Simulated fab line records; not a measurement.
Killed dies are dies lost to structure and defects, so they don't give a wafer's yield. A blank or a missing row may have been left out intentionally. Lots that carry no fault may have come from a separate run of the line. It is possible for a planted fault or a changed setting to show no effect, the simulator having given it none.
Matching of chambers || flow nand_harc || NHARC_P_M2_STRIP_18 on rie_diel-02 has 4 sister chambers
The step strips in N2/H2. 8 wafers are shown with their chamber, then 8 later ones without.

## WAFERS WITH THEIR CHAMBER
{"wafer": "L082.3", "chamber": 3, "drypump_motor_current_A (A)": 5.2, "rf_vpp_V (V)": 91.5}
{"wafer": "L082.5", "chamber": 1, "drypump_motor_current_A (A)": 6.3, "rf_vpp_V (V)": 91.4}
{"wafer": "L086.1", "chamber": 1, "drypump_motor_current_A (A)": 6.4, "rf_vpp_V (V)": 89.6}
{"wafer": "L086.2", "chamber": 2, "drypump_motor_current_A (A)": 5.4, "rf_vpp_V (V)": 90.2}
{"wafer": "L088.3", "chamber": 0, "drypump_motor_current_A (A)": 5.5, "rf_vpp_V (V)": 89.9}
{"wafer": "L088.4", "chamber": 2, "drypump_motor_current_A (A)": 5.4, "rf_vpp_V (V)": 90.1}
{"wafer": "L088.5", "chamber": 3, "drypump_motor_current_A (A)": 5.2, "rf_vpp_V (V)": 90.2}
{"wafer": "L089.1", "chamber": 0, "drypump_motor_current_A (A)": 5.5, "rf_vpp_V (V)": 91.1}

## WAFERS MISSING THEIR CHAMBER
{"wafer": "L089.3", "drypump_motor_current_A (A)": 5.4, "rf_vpp_V (V)": 91.1}
{"wafer": "L089.5", "drypump_motor_current_A (A)": 6.4, "rf_vpp_V (V)": 90.1}
{"wafer": "L090.3", "drypump_motor_current_A (A)": 5.2, "rf_vpp_V (V)": 90.4}
{"wafer": "L090.4", "drypump_motor_current_A (A)": 5.2, "rf_vpp_V (V)": 91.2}
{"wafer": "L090.6", "drypump_motor_current_A (A)": 6.4, "rf_vpp_V (V)": 91.0}
{"wafer": "L093.4", "drypump_motor_current_A (A)": 5.2, "rf_vpp_V (V)": 90.0}
{"wafer": "L093.5", "drypump_motor_current_A (A)": 5.2, "rf_vpp_V (V)": 90.7}
{"wafer": "L093.6", "drypump_motor_current_A (A)": 5.5, "rf_vpp_V (V)": 92.9}

## WHICH CHAMBER EACH ONE RAN IN
{"wafer": "L089.3", "from the rows above": "can't be placed: 2 or 0", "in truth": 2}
{"wafer": "L089.5", "from the rows above": 1, "in truth": 1}
{"wafer": "L090.3", "from the rows above": 3, "in truth": 3}
{"wafer": "L090.4", "from the rows above": 3, "in truth": 3}
{"wafer": "L090.6", "from the rows above": 1, "in truth": 1}
{"wafer": "L093.4", "from the rows above": 3, "in truth": 3}
{"wafer": "L093.5", "from the rows above": 3, "in truth": 3}
{"wafer": "L093.6", "from the rows above": "can't be placed: 0 or 2", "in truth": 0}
6 of 8 placed correctly. From these rows, 2 cannot be placed; in 2 the true chamber is one of the candidates. Wrongly placed: 0.
How it was worked out, from the rows above alone: a wafer's distance from a chamber is the root of the sum, over the readings, of the square of ((its reading less the chamber's mean) divided by the reading's scatter). The wafer belongs to the nearest chamber; if the next one is less than 2 further off, it can't be placed. For every chamber, the mean is computed from those of its wafers that are shown. How the scatter is found: for the shown wafers, subtract from each reading the mean of its chamber, square and add these, divide the total by (wafers less chambers), then take the root.
